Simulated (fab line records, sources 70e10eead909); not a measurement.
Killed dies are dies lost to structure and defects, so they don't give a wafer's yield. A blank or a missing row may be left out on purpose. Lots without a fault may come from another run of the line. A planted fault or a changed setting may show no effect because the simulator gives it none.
Chamber matching | flow nand_harc | NHARC_A_BLC_ETCH_18 on rie_diel-02: 4 sister chambers
The step etches the open film in C4F8/O2/Ar, target depth 910 nm. 14 wafers are shown with their chamber, then 7 later ones without.

WAFERS WITH THEIR CHAMBER
wafer  | chamber | rf_vpp_V (V) | oes_product_au (a.u.) | bias_w (W)
L723.2 | 3       | 984          | 0.935                 | 1497
L723.5 | 0       | 984          | 0.939                 | 1510
L723.6 | 3       | 983          | 0.933                 | 1498
L721.1 | 2       | 971          | 0.977                 | 1501
L721.3 | 3       | 984          | 0.943                 | 1509
L721.5 | 3       | 984          | 0.937                 | 1503
L722.1 | 0       | 983          | 0.958                 | 1501
L722.4 | 1       | 968          | 0.970                 | 1504
L722.6 | 1       | 968          | 0.985                 | 1500
L728.2 | 1       | 968          | 0.909                 | 1511
L728.3 | 2       | 970          | 0.936                 | 1497
L728.4 | 3       | 985          | 0.888                 | 1492
L731.2 | 2       | 971          | 0.953                 | 1502
L731.3 | 1       | 968          | 0.954                 | 1494

SIGNATURES (means of the wafers above)
reading        | chamber 0 | chamber 1 | chamber 2 | chamber 3 | scatter within a chamber
rf_vpp_V       | 983.50    | 968.00    | 970.67    | 984.00    | 0.563
oes_product_au | 0.94850   | 0.95450   | 0.95533   | 0.92720   | 0.025
bias_w         | 1505.50   | 1502.25   | 1500.00   | 1499.80   | 6.12
Rule: a wafer's distance from a chamber is the root of the sum, over the readings, of the square of ((its reading less the chamber's mean) divided by the reading's scatter). The wafer belongs to the nearest chamber; if the next one is less than 2 further off, it can't be placed. The scatter: the root of (the sum of the squares of (reading less its chamber's mean) over the shown wafers, divided by (wafers less chambers)).

WAFERS WITHOUT THEIR CHAMBER
wafer  | rf_vpp_V (V) | oes_product_au (a.u.) | bias_w (W)
L731.5 | 984          | 0.955                 | 1503
L740.3 | 969          | 0.955                 | 1499
L740.4 | 982          | 0.955                 | 1503
L740.5 | 984          | 0.950                 | 1499
L741.1 | 968          | 0.953                 | 1500
L741.4 | 983          | 0.960                 | 1496
L741.5 | 983          | 0.951                 | 1503

WHICH CHAMBER EACH WENT THROUGH
wafer  | from the rows above     | in truth
L731.5 | can't be placed: 0 or 3 | 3
L740.3 | can't be placed: 1 or 2 | 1
L740.4 | can't be placed: 0 or 3 | 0
L740.5 | can't be placed: 3 or 0 | 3
L741.1 | 1                       | 1
L741.4 | can't be placed: 0 or 3 | 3
L741.5 | can't be placed: 0 or 3 | 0
Placed correctly: 1 of 7. Can't be placed from these rows: 6 (the true chamber is among the candidates in 6). Placed wrongly: 0.
